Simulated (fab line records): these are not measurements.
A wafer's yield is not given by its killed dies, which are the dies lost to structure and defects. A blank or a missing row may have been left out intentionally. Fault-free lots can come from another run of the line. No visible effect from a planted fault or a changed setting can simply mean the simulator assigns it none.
fab line records	flow n5Finfet
[record] lots = 11	wafers = 31	lastDay = 18
route steps=1938 shown BEOL_M11@1539 PASSIVATION@1936
lots untouched by any fault: they come from a run of this same line in which no faults occurred
startH: hours from the record's opening day to when the first of the lot's shown wafers began	waitH: hours from the lot's prior step to this one	" repeats the value in the row above	L1.1+2: a single row standing in for several wafers	- no value present, or no start provided	* or withheld: withheld	< > ~ a bound
route shown NAME@n: names a module that has steps shown in the file, with the first one's number in the route	usual: mean/standard deviation of fault-free wafers	same: alike in all rows	chamber/n: place in a boat	sites: each site's reading	_std_site: how widely they spread, as a standard deviation	_edge_site: the outer-site mean with the inner-site mean subtracted	radiusMm: how far each site lies from the wafer's centre	mask NAME#n: copy n	behind: tool/chamber where the wafer was last shaped	hold: cause of the lot's hold/its duration in hours/its outcome	device: whichever transistor did not switch (one of n, p or np)	end of line: the tests these same wafers got at the end of their route	a step without rows: its recipe alone	killed: at the first sort, the dies lost to defects and structure; wafer yield is something else	map: per-die view of a wafer (x killed, . not killed, _ where there is no die)
set.NAME: the setting the step ran with; set.NAME@STEP: the setting that earlier step ran with	model.NAME: the simulator's own value behind a step, which no gauge read
the route's steps for a sample of lots (tables are steps, rows are wafers)
services: the hour from which a tool's chamber was out of use, counted from the record's first day as startH (under 0 if before that day), plus the number of hours and why
[[steps]]
[step N5_BEOL_M11_PECVD_70]
[recipe] material = SiO2	targetThkA = 200	tempC = 400	precursor = TEOS/O2	pressureTorr = 5.5	rfW = 450	teosFlowSccm = 53.8	gas = O2	flowSccm = 3000	timeS = 22.7
[usual] heaterPowerW = 699/65	showerheadPlenumPTorr = 8.76/0.05	throttleValvePct = 21.6/0.87
lot.wafer	tool	chamber	startH	waitH	heaterPowerW	showerheadPlenumPTorr	throttleValvePct
L208.3	pecvd-04	1	221.29	0.0	734	8.70	21.4
L208.4	"	2	"	"	726	8.76	20.1
L208.5	"	1	"	"	765	8.69	21.3
L210.3	pecvd-01	1	232.87	0.0	660	8.83	21.6
L210.4	"	1	"	"	648	8.84	21.6
L210.5	"	0	"	"	716	8.79	22.0
L212.2	pecvd-01	0	252.15	0.0	662	8.81	22.0
L212.3	"	2	"	"	649	8.82	22.0
L212.4	"	2	"	"	652	8.79	22.0
L213.2	pecvd-04	0	261.73	0.0	571	8.72	21.7
L213.3	"	1	"	"	663	8.66	21.5
L213.4	"	1	"	"	668	8.68	21.2
L217.3	pecvd-04	2	287.27	0.0	729	8.80	20.0
L217.5	"	0	"	"	657	8.75	21.6
L217.6	"	1	"	"	659	8.70	21.3
L218.1	pecvd-04	1	289.76	0.0	654	8.68	21.4
L218.2	"	2	"	"	774	8.77	20.4
L218.6	"	1	"	"	688	8.68	21.2
L227.2	pecvd-04	0	346.52	0.0	636	8.74	21.6
L227.3	"	2	"	"	854	8.78	20.1
L227.4	"	2	"	"	843	8.79	20.3
L228.4	pecvd-02	1	347.32	0.1	823	8.81	23.5
L228.5	"	2	"	"	754	8.73	22.5
L226.1	pecvd-01	1	352.94	0.0	668	8.85	21.9
L226.4	"	1	"	"	680	8.84	21.5
L226.5	"	2	"	"	612	8.78	22.1
L229.1	pecvd-01	0	372.49	0.0	728	8.80	22.0
L229.3	"	1	"	"	735	8.86	21.6
L230.2	pecvd-01	0	383.12	0.0	611	8.82	21.8
L230.4	"	1	"	"	774	8.86	21.4
L230.5	"	1	"	"	776	8.84	21.7
[step N5_BEOL_M11_HM_DEP_02]
[recipe] material = TiN	targetThkA = 200	tempC = 25	chamberPressurePa = 0.49996
[usual] throttleValvePct = 29.3/0.82
lot.wafer	tool	chamber	startH	waitH	throttleValvePct
L208.3	pvdSputter-02	-	221.54	0.2	32.0
L208.4	"	-	"	"	29.9
L208.5	"	-	"	"	31.7
L210.3	pvdSputter-01	-	236.40	3.5	28.9
L210.4	"	-	"	"	30.1
L210.5	"	-	"	"	28.8
L212.2	pvdSputter-02	-	252.62	0.5	29.0
L212.3	"	-	"	"	30.1
L212.4	"	-	"	"	32.0
L213.2	pvdSputter-01	-	263.37	1.6	28.8
L213.3	"	-	"	"	28.8
L213.4	"	-	"	"	29.9
L217.3	pvdSputter-03	-	288.26	1.0	29.4
L217.5	"	-	"	"	28.6
L217.6	"	-	"	"	28.4
L218.1	pvdSputter-01	-	291.23	1.5	28.8
L218.2	"	-	"	"	29.1
L218.6	"	-	"	"	29.1
L227.2	pvdSputter-03	-	346.79	0.3	29.2
L227.3	"	-	"	"	29.1
L227.4	"	-	"	"	28.7
L228.4	pvdSputter-02	-	347.52	0.2	30.1
L228.5	"	-	"	"	30.1
L226.1	pvdSputter-03	-	354.52	1.6	28.5
L226.4	"	-	"	"	29.1
L226.5	"	-	"	"	29.5
L229.1	pvdSputter-02	-	374.41	1.9	30.0
L229.3	"	-	"	"	29.9
L230.2	pvdSputter-03	-	385.77	2.6	29.1
L230.4	"	-	"	"	28.6
L230.5	"	-	"	"	28.8
[step N5_BEOL_M11_ETCH_62]
[recipe] chemistry = N2/H2	target = SOC	targetDepthA = 1100	overetchA = 220	maskMaterial = SiARC	tempC = 40	timeS = 165	ionEnergyEv = 200	pressureMtorr = 30	sourceW = 840	biasW = 150	n2FlowSccm = 200	h2FlowSccm = 200
[usual] biasW = 150.0/0.44	drypumpMotorCurrentA = 5.8/0.49	oesProductAu = 0.65/0.085	rfVppV = 524.2/2.4	showerheadPlenumPTorr = 2.57/0.085	throttleValvePct = 17.90/0.24
lot.wafer	tool	chamber	startH	waitH	biasW	drypumpMotorCurrentA	oesProductAu	rfHoursCounterH	rfVppV	showerheadPlenumPTorr	throttleValvePct
L208.3	rieDiel-06	3	222.13	0.0	150.0	5.2	0.62	216	520.2	2.40	17.76
L208.4	"	1	"	"	150.0	5.7	0.58	215	525.8	2.61	17.63
L208.5	"	3	"	"	150.1	5.2	0.62	-	518.9	2.40	17.77
L210.3	rieDiel-05	1	236.95	0.0	150.4	5.1	0.59	205	526.1	2.65	18.19
L210.4	"	3	"	"	150.2	6.0	0.57	239	522.8	2.51	18.07
L210.5	"	1	"	"	150.1	5.1	0.59	-	526.3	2.65	18.20
L212.2	rieDiel-06	3	254.36	0.0	150.6	5.2	0.61	228	519.3	2.39	17.79
L212.3	"	0	"	"	149.3	5.7	0.59	221	525.9	2.62	17.80
L212.4	"	1	"	"	150.3	5.7	0.58	227	525.5	2.61	17.65
L213.2	rieDiel-06	0	264.02	0.0	150.2	5.7	0.59	224	526.7	2.62	17.80
L213.3	"	2	"	"	150.3	6.7	0.64	160	521.3	2.44	17.95
L213.4	"	1	"	"	149.6	5.7	0.58	229	525.9	2.60	17.64
L217.3	rieDiel-06	0	289.36	0.0	138.5	5.7	0.59	232	499.8	2.61	17.79
L217.5	"	2	"	"	139.2	6.7	0.63	-	494.5	2.44	17.97
L217.6	"	3	"	"	138.4	5.2	0.60	-	492.8	2.39	17.81
L218.1	rieDiel-06	3	291.90	0.0	138.3	5.2	0.60	241	494.3	2.39	17.81
L218.2	"	2	"	"	139.0	6.8	0.64	168	494.8	2.44	17.96
L218.6	"	1	"	"	138.7	5.7	0.57	-	500.4	2.60	17.65
L227.2	rieDiel-03	2	347.46	0.0	149.5	5.7	0.63	154	523.4	2.56	18.21
L227.3	"	1	"	"	149.9	6.4	0.79	6	524.6	2.62	17.85
L227.4	"	3	"	"	150.5	5.9	0.79	17	524.6	2.63	18.18
L228.4	rieDiel-03	0	348.07	0.0	151.0	5.9	0.58	240	525.4	2.63	18.13
L228.5	"	2	"	"	149.9	5.6	0.63	-	524.0	2.56	18.21
L226.1	rieDiel-05	3	355.06	0.0	150.2	6.1	0.76	20	523.6	2.50	17.70
L226.4	"	3	"	"	150.2	6.0	0.76	-	522.6	2.50	17.69
L226.5	"	1	"	"	149.7	5.1	0.57	-	527.7	2.64	18.27
L229.1	rieDiel-05	0	375.59	0.0	150.6	5.3	0.60	214	526.1	2.61	17.63
L229.3	"	3	"	"	150.5	6.1	0.76	28	521.6	2.49	17.72
L230.2	rieDiel-05	0	386.60	0.0	150.3	5.3	0.59	217	525.9	2.61	17.64
L230.4	"	2	"	"	150.4	6.4	0.82	5	524.2	2.62	17.47
L230.5	"	3	"	"	150.6	6.1	0.75	-	523.1	2.49	17.70
[step N5_BEOL_M11_STRIP_19]
[recipe] chemistry = O2	powerW = 400	tempC = 40	pressureMtorr = 30	rfFrequencyHz = 6e+07	biasPowerW = 0	overashFraction = 0.2	o2FlowSccm = 225
[usual] drypumpMotorCurrentA = 5.8/0.49	oesProductAu = 0.75/0.094	rfVppV = 3.6/0.57	showerheadPlenumPTorr = 2.13/0.063	throttleValvePct = 16.71/0.21
lot.wafer	tool	chamber	startH	waitH	drypumpMotorCurrentA	oesProductAu	rfHoursCounterH	rfVppV	showerheadPlenumPTorr	throttleValvePct
L208.3	rieDiel-03	1	222.43	0.1	6.4	0.68	245	3.4	2.14	16.86
L208.4	"	0	"	"	5.9	0.71	201	3.7	2.15	16.64
L208.5	"	2	"	"	5.6	0.75	-	3.5	2.13	17.01
L210.3	rieDiel-05	0	237.25	0.1	5.3	0.75	170	3.7	2.17	16.45
L210.4	"	3	"	"	6.1	0.65	239	3.8	2.07	16.87
L210.5	"	1	"	"	5.1	0.69	-	3.3	2.17	16.88
L212.2	rieDiel-06	0	254.72	0.1	5.7	0.69	221	4.1	2.19	16.79
L212.3	"	1	"	"	5.7	0.69	227	3.3	2.17	16.64
L212.4	"	3	"	"	5.2	0.73	228	3.1	2.00	16.85
L213.2	rieDiel-06	2	264.46	0.2	6.7	0.76	160	5.0	2.02	16.77
L213.3	"	3	"	"	5.2	0.71	232	3.2	1.99	16.86
L213.4	"	0	"	"	5.7	0.68	224	2.8	2.19	16.79
L217.3	rieDiel-06	1	289.79	0.2	5.7	0.67	236	2.9	2.17	16.67
L217.5	"	2	"	"	6.7	0.77	-	3.4	2.02	16.79
L217.6	"	1	"	"	5.7	0.68	-	3.8	2.17	16.69
L218.1	rieDiel-06	0	292.27	0.1	5.7	0.67	233	3.1	2.19	16.82
L218.2	"	3	"	"	5.2	0.71	241	3.1	1.99	16.89
L218.6	"	0	"	"	5.7	0.68	-	3.5	2.19	16.82
L227.2	rieDiel-06	3	347.79	0.1	5.1	1.00	3	3.7	2.25	16.31
L227.3	"	2	"	"	6.7	0.74	186	3.3	2.01	16.83
L227.4	"	2	"	"	6.7	0.74	-	4.2	2.01	16.81
L228.4	rieDiel-05	0	348.38	0.1	5.4	0.73	-	4.6	2.16	16.52
L228.5	"	3	"	"	6.0	0.89	-	3.4	2.06	16.44
L226.1	rieDiel-03	1	355.57	0.2	6.4	0.92	9	3.5	2.14	16.44
L226.4	"	2	"	"	5.7	0.73	-	4.3	2.12	17.08
L226.5	"	1	"	"	6.4	0.91	-	3.2	2.14	16.44
L229.1	rieDiel-06	2	376.02	0.2	6.7	0.73	197	2.5	2.01	16.84
L229.3	"	0	"	"	5.7	0.97	2	3.0	2.18	16.42
L230.2	rieDiel-06	0	386.90	0.1	5.7	0.95	5	3.7	2.18	16.41
L230.4	"	3	"	"	5.2	0.94	17	3.0	2.25	16.34
L230.5	"	3	"	"	5.2	0.94	-	3.5	2.25	16.36
[step N5_PASSIVATION_PROBE_49]
[usual] defectLimitedYield = 91.5/1.5	killed_at_M0_to_M3 = 32/10	killed_at_M4_up = 13/4.9	killedAtContacts = 13/6.1	killedAtFrontEnd = 38/11	killedAtOther = 3/3.2	killedDies = 101/18	killedOpen = 66/13	killedShort = 32/8.3	sort_bin_4_leakage = 0.00/0.018	sort_bin_5_function = 5.0/1	sort_bin_6_memory = 3.2/0.74	sortNPass = 1078/22	sortYieldPct = 91.3/1.9
[same] grossDies = 1180	killedAtBackSide = 0	sort_bin_8_speed[%] = 0
lot.wafer	tool	chamber	startH	waitH	defectLimitedYield[%]	killed_at_M0_to_M3	killed_at_M4_up	killedAtContacts	killedAtFrontEnd	killedAtOther	killedDies	killedOpen	killedShort	sort_bin_4_leakage[%]	sort_bin_5_function[%]	sort_bin_6_memory[%]	sortNPass	sortYieldPct[%]
L217.6	prober-02	-	335.60	0.3	90.8	35	4	6	61	3	109	55	39	0	5.4	2.4	1071	90.8
// killed by level:class
L217.6 FIN_SAQP:geometricParticle:open=15 HKMG_FIN:areaEtch=15 BEOL_M0_SAQP:geometricParticle:short=11 FIN_SAQP:geometricParticle:short=7 GATE_CUT:geometricParticle:short=6 BEOL_M3:geometricParticle:open=6 MOL_CONTACT_COAG:geometricParticle:open=5 BEOL_M1:geometricParticle:open=5
[[services]]
tool	chamber	startH	hours	kind
pecvd-04	2	206.38	3.8	repair
pecvd-02	-	222.95	4.3	pm
rieDiel-03	-	242.73	14.6	pm
pecvd-02	-	271.36	6.0	pm
rieDiel-05	1	282.09	17.6	repair
rieDiel-05	2	299.70	4.2	repair
rieDiel-05	-	302.74	1.0	repair
pecvd-04	-	308.81	2.8	pm
pecvd-04	-	312.50	1.0	repair
pecvd-01	-	318.70	1.5	repair
rieDiel-06	3	323.07	-	clean
rieDiel-06	3	323.07	-	consumableReplace:focusRing
rieDiel-06	3	323.07	-	consumableReplace:showerhead
rieDiel-06	3	323.07	16.6	scheduledDown
rieDiel-06	3	323.07	16.6	ventCycle
pecvd-02	-	324.30	4.8	repair
rieDiel-06	1	329.32	4.8	repair
rieDiel-06	1	340.37	-	clean
rieDiel-06	1	340.37	-	consumableReplace:focusRing
rieDiel-05	2	346.06	7.8	repair
rieDiel-03	3	352.59	6.3	repair
pecvd-01	-	353.54	0.9	repair
pecvd-02	-	358.15	0.5	repair
pecvd-01	2	382.85	2.5	repair
[[key]]
[firstSign] step = N5_BEOL_M11_ETCH_62	reading = biasW	direction = down	sigmas = 26	usual = *	struck = *
[effect] step = N5_BEOL_M11_ETCH_62	reading = rfVppV	direction = down	sigmas = 12	usual = 524.2	struck = 496.1
metAt N5_BEOL_M11_ETCH_62
struckLots L217,L218
[baselineLoss] step = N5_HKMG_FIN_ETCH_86	wafers = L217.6
notActingAt N5_BEOL_M11_PECVD_70,N5_BEOL_M11_HM_DEP_02,N5_BEOL_M11_STRIP_19
onsetBetween 264.02 289.36
[fault] kind = processParameterDrift	tool = rieDiel-06	chamber = -	onsetH = 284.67	steps = N5_BEOL_M11_ETCH_62	channel = biasW	offset = *	shape = step	endH = 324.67	actsIn = *	stated = *
// baselineLoss: these wafers lose ten dies or more at that step, a loss of the line's own and not of a fault; the sort's usual values leave them out
